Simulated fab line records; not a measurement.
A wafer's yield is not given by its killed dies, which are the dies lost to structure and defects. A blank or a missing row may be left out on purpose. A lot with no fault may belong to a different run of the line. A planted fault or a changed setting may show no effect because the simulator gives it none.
fab line records	flow n5Finfet
[record] lots = 5	wafers = 15	lastDay = 18
route steps=1938 shown BEOL_M11@1597 BEOL_M12@1602 PASSIVATION@1936
lots that met no fault: from a run of the same line without faults
startH: the number of hours between the record's first day and the start of the first shown wafer of the lot	waitH: how many hours have passed since the lot's step before this one	" repeats the value in the row above	L1.1+2: a single row standing in for several wafers	- no value, or no start was given	* or withheld: withheld	< > ~ a bound
route shown NAME@n: NAME is a module with steps in the file, n the number in the route of the first one	usual: mean and standard deviation over wafers with no fault	same: alike in all rows	chamber/n: place in a boat	sites: readings site by site	_std_site: standard deviation across them	_edge_site: inner sites' mean taken away from outer sites' mean	radiusMm: how far each site lies from the wafer's centre	mask NAME#n: copy n	behind: the last tool/chamber to shape the wafer	hold: what put the lot on hold/how long, in hours/how the hold closed	device: the n, p or np transistor that did not switch	end of line: the tests these same wafers got at the end of their route	where a step has no rows: the recipe by itself	killed: dies that structure and defects cost at the first sort, which is not the same as the wafer's yield	map: per-die view of a wafer (x killed, . not killed, _ where there is no die)
set.NAME: the run value of the setting; set.NAME@STEP: its run value at that earlier step	model.NAME: the simulator's own value behind a step, which no gauge read
a table for each step, a row for each wafer; lots at some steps of the route
services: the hour from which a tool's chamber was out of use, counted from the record's first day as startH (under 0 if before that day), plus the number of hours and why
[[steps]]
[step N5_BEOL_M11_THK_MEAS_53]
[recipe] thkMeasGauge = xrf	reads = Cu_of_BEOL_M11_ECD_50
[usual] M11_THK = 138/3.3
lot.wafer	tool	chamber	startH	waitH	M11_THK[nm]
L449.1	filmMetro-02	-	272.51	-	143
L449.2	"	-	"	"	142
L449.5	"	-	"	"	136
L455.2	filmMetro-02	-	282.74	-	140
L455.4	"	-	"	"	137
L455.5	"	-	"	"	134
L457.1	filmMetro-01	-	319.61	-	135
L457.2	"	-	"	"	138
L457.4	"	-	"	"	134
L462.4	filmMetro-02	-	344.12	-	142
L462.5	"	-	"	"	137
L462.6	"	-	"	"	140
L471.1	filmMetro-02	-	392.77	-	143
L471.4	"	-	"	"	143
L471.5	"	-	"	"	140
[step N5_BEOL_M11_PRE_CLEAN_55]
[recipe] gas = NH3	timeS = 15	tempC = withheld	rfPowerW = 300
[step N5_BEOL_M11_DEP_56]
[recipe] material = SiCN	targetThkA = 300	tempC = withheld	precursor = 3MS/NH3	pressureTorr = 3	rfW = 675	timeS = 10.5
[usual] showerheadPlenumPTorr = 4.152/0.026	throttleValvePct = 18.0/0.51
lot.wafer	tool	chamber	startH	waitH	showerheadPlenumPTorr	throttleValvePct
L449.1	pecvd-01	1	272.58	0.0	4.148	18.9
L449.2	"	2	"	"	4.125	17.2
L449.5	"	1	"	"	4.152	18.8
L455.2	pecvd-01	2	282.80	0.0	4.125	17.1
L455.4	"	0	"	"	4.112	17.9
L455.5	"	1	"	"	4.152	18.8
L457.1	pecvd-02	1	319.67	0.0	4.138	18.3
L457.2	"	2	"	"	4.176	17.8
L457.4	"	1	"	"	4.146	18.5
L462.4	pecvd-02	2	344.19	0.0	4.192	18.0
L462.5	"	0	"	"	4.168	18.0
L462.6	"	1	"	"	4.151	18.3
L471.1	pecvd-04	2	392.83	0.0	4.170	17.9
L471.4	"	0	"	"	4.187	18.3
L471.5	"	2	"	"	4.171	17.8
[step N5_BEOL_M11_RS_MEAS_57]
[recipe] thkMeasGauge = four-point-probe	reads = Cu_of_BEOL_M11_ECD_50+Co_of_BEOL_M11_CVD_75+TaN_of_BEOL_M11_ALD_74
[usual] M11_RS = 0.153/0.0039
lot.wafer	tool	chamber	startH	waitH	M11_RS[ohm/sq]
L449.1	filmMetro-02	-	272.64	0.0	0.147
L449.2	"	-	"	"	0.148
L449.5	"	-	"	"	0.156
L455.2	filmMetro-02	-	282.87	0.0	0.150
L455.4	"	-	"	"	0.153
L455.5	"	-	"	"	0.155
L457.1	filmMetro-01	-	319.74	0.0	0.154
L457.2	"	-	"	"	0.151
L457.4	"	-	"	"	0.156
L462.4	filmMetro-02	-	344.24	0.0	0.148
L462.5	"	-	"	"	0.153
L462.6	"	-	"	"	0.150
L471.1	filmMetro-01	-	392.89	0.0	0.147
L471.4	"	-	"	"	0.147
L471.5	"	-	"	"	0.151
[step N5_BEOL_M11_INSPECT_58]
[recipe] inspectInstrument = darkfield	mode = postDep
[usual] rawDefectCount = 71/20
lot.wafer	tool	chamber	startH	waitH	rawDefectCount
L449.1	defectInspect-01	-	272.67	0.0	75
L449.2	"	-	"	"	84
L449.5	"	-	"	"	71
L455.2	defectInspect-02	-	282.89	0.0	68
L455.4	"	-	"	"	81
L455.5	"	-	"	"	122
L457.1	defectInspect-02	-	319.76	0.0	74
L457.2	"	-	"	"	78
L457.4	"	-	"	"	65
L462.4	defectInspect-02	-	344.27	0.0	82
L462.5	"	-	"	"	80
L462.6	"	-	"	"	73
L471.1	defectInspect-02	-	392.92	0.0	71
L471.4	"	-	"	"	64
L471.5	"	-	"	"	57
[step N5_BEOL_M12_ILD_DEP_00]
[recipe] material = SiOC	targetThkA = 6589.2	tempC = 350	precursor = DEMS/O2	pressureTorr = 5	rfW = 500	timeS = 130.7
[usual] heaterPowerOuterW = 270/70	heaterPowerW = 486/95	showerheadPlenumPTorr = 5.692/0.02	throttleValvePct = 11.8/0.44
lot.wafer	tool	chamber	startH	waitH	heaterPowerOuterW	heaterPowerW	showerheadPlenumPTorr	throttleValvePct
L449.1	pecvd-04	1	272.70	0.0	322	540	5.681	11.1
L449.2	"	2	"	"	264	464	5.716	11.7
L449.5	"	2	"	"	284	486	5.715	11.5
L455.2	pecvd-03	0	282.93	0.0	264	447	5.667	11.7
L455.4	"	2	"	"	168	375	5.715	11.5
L455.5	"	0	"	"	283	456	5.674	11.9
L457.1	pecvd-01	2	319.80	0.0	226	404	5.660	11.2
L457.2	"	0	"	"	266	473	5.657	11.9
L457.4	"	0	"	"	193	381	5.656	11.7
L462.4	pecvd-04	1	344.35	0.1	345	577	5.657	11.4
L462.5	"	0	"	"	318	574	5.712	12.2
L462.6	"	2	"	"	287	508	5.699	11.7
L471.1	pecvd-01	0	392.95	0.0	238	427	5.673	12.1
L471.4	"	2	"	"	255	452	5.670	11.3
L471.5	"	0	"	"	249	454	5.671	12.1
[step N5_BEOL_M12_THK_MEAS_01]
[recipe] reads = SiOC_of_BEOL_M12_ILD_DEP_00
[usual] M12_ILD_THK = 659/8.5
lot.wafer	tool	chamber	startH	waitH	M12_ILD_THK[nm]
L449.1	filmMetro-01	-	272.83	0.1	653
L449.2	"	-	"	"	645
L449.5	"	-	"	"	657
L455.2	filmMetro-01	-	283.06	0.1	655
L455.4	"	-	"	"	673
L455.5	"	-	"	"	665
L457.1	filmMetro-02	-	319.93	0.1	643
L457.2	"	-	"	"	649
L457.4	"	-	"	"	658
L462.4	filmMetro-02	-	344.44	0.0	673
L462.5	"	-	"	"	662
L462.6	"	-	"	"	656
L471.1	filmMetro-01	-	393.09	0.1	646
L471.4	"	-	"	"	651
L471.5	"	-	"	"	653
[step N5_BEOL_M12_COAT_58]
[recipe] resist = BARC	tempC = 205	timeS = 60	spinRpm = 1500	resistThkNm = 89
[step N5_BEOL_M12_COAT_04]
[recipe] spinRpm = 1625	resistThkNm = 400
[step N5_BEOL_M12_EBR_06]
[recipe] solvent = PGMEA	ebrWidthMm = 1.5
[step N5_BEOL_M12_SOFTBAKE_05]
[recipe] tempC = 130	timeS = 60
[step N5_BEOL_M12_EXPOSE_07]
[recipe] maskId = V11	na = 0.93	sourceShape = conventional	sigmaOuter = 0.6	polarization = unpolarized	attpsmPhaseDeg = 180	doseMj = 32.5
[step N5_BEOL_M12_PEB_08]
[recipe] pebTempC = 130	pebTimeS = 90
[usual] exhaustPa = 45.1/0.87	heaterPowerTotalW = 172.5/0.83
lot.wafer	tool	chamber	startH	waitH	exhaustPa	heaterPowerTotalW
L449.1	lithoTrack-05	0	273.02	0.1	46.1	171.3
L449.2	"	0	"	"	45.2	171.6
L449.5	"	0	"	"	45.1	171.8
L455.2	lithoTrack-05	0	283.37	0.0	45.9	172.6
L455.4	"	0	"	"	43.8	171.8
L455.5	"	0	"	"	45.0	173.2
L457.1	lithoTrack-05	0	320.25	0.1	44.8	171.1
L457.2	"	0	"	"	45.7	173.7
L457.4	"	0	"	"	46.8	172.5
L462.4	lithoTrack-05	0	344.62	0.0	45.5	173.7
L462.5	"	0	"	"	46.6	188.0
L462.6	"	0	"	"	45.4	171.8
L471.1	lithoTrack-01	0	393.27	0.1	45.2	171.1
L471.4	"	0	"	"	44.3	172.6
L471.5	"	0	"	"	45.2	171.5
[step N5_BEOL_M12_DEVELOP_09]
[recipe] developTimeS = 45	rinseLiquid = diw	dry = airSpin	devTempC = 21
[step N5_PASSIVATION_PROBE_49]
[usual] defectLimitedYield = 91.2/1.6	killed_at_M0_to_M3 = 35/11	killed_at_M4_up = 14/5.4	killedAtContacts = 13/6	killedAtFrontEnd = 38/11	killedAtOther = 3.4/2.6	killedDies = 104/19	killedOpen = 68/13	killedShort = 34/8.5	sort_bin_5_function = 5.1/1	sort_bin_6_memory = 3.3/0.72	sortNPass = 1075/22	sortYieldPct = 91.1/1.9
[same] grossDies = 1180	killedAtBackSide = 0	sort_bin_4_leakage[%] = 0	sort_bin_8_speed[%] = 0
lot.wafer	tool	chamber	startH	waitH	defectLimitedYield[%]	killed_at_M0_to_M3	killed_at_M4_up	killedAtContacts	killedAtFrontEnd	killedAtOther	killedDies	killedOpen	killedShort	sort_bin_5_function[%]	sort_bin_6_memory[%]	sortNPass	sortYieldPct[%]
L457.1	prober-02	-	362.59	0.0	92.1	45	12	4	30	2	93	54	38	5.3	2.4	1087	92.1
// killed by level:class
L457.1 BEOL_M0_SAQP:geometricParticle:short=10 FIN_SAQP:geometricParticle:short=7 BEOL_M0_SAQP:geometricParticle:open=7 BEOL_M2:geometricParticle:open=7 FIN_SAQP:geometricParticle:open=6 BEOL_M1:geometricParticle:short=6 BEOL_M1:geometricParticle:open=5 BEOL_M4:geometricParticle:open=5
[[services]]
tool	chamber	startH	hours	kind
lithoTrack-05	-	255.66	-	consumableReplace:filter
pecvd-02	1	295.80	5.9	repair
pecvd-03	2	302.47	2.1	scheduledDown
pecvd-03	0	306.33	5.5	scheduledDown
pecvd-04	0	308.86	2.1	scheduledDown
pecvd-03	-	352.80	0.8	pm
pecvd-04	-	357.00	0.6	repair
pecvd-03	1	383.62	-	clean
pecvd-03	1	383.62	-	consumableReplace:showerhead
pecvd-03	1	383.62	29.0	scheduledDown
pecvd-03	1	383.62	29.0	ventCycle
[[key]]
[firstSign] step = N5_BEOL_M12_PEB_08	reading = heaterPowerTotalW	direction = up	sigmas = 19	usual = *	struck = *
effect none on later readings
metAt N5_BEOL_M12_PEB_08
struckWafers L462.5
[baselineLoss] step = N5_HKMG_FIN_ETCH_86	wafers = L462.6
onsetBetween 320.25 344.62
[fault] kind = processParameterDrift	tool = lithoTrack-05	chamber = -	onsetH = 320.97	steps = N5_BEOL_M12_PEB_08	channel = pebTimeS	offset = *	shape = step	endH = 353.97	scope = struckWafersOnly	actsIn = *	stated = *
// baselineLoss: these wafers lose ten dies or more at that step, a loss of the line's own and not of a fault; the sort's usual values leave them out
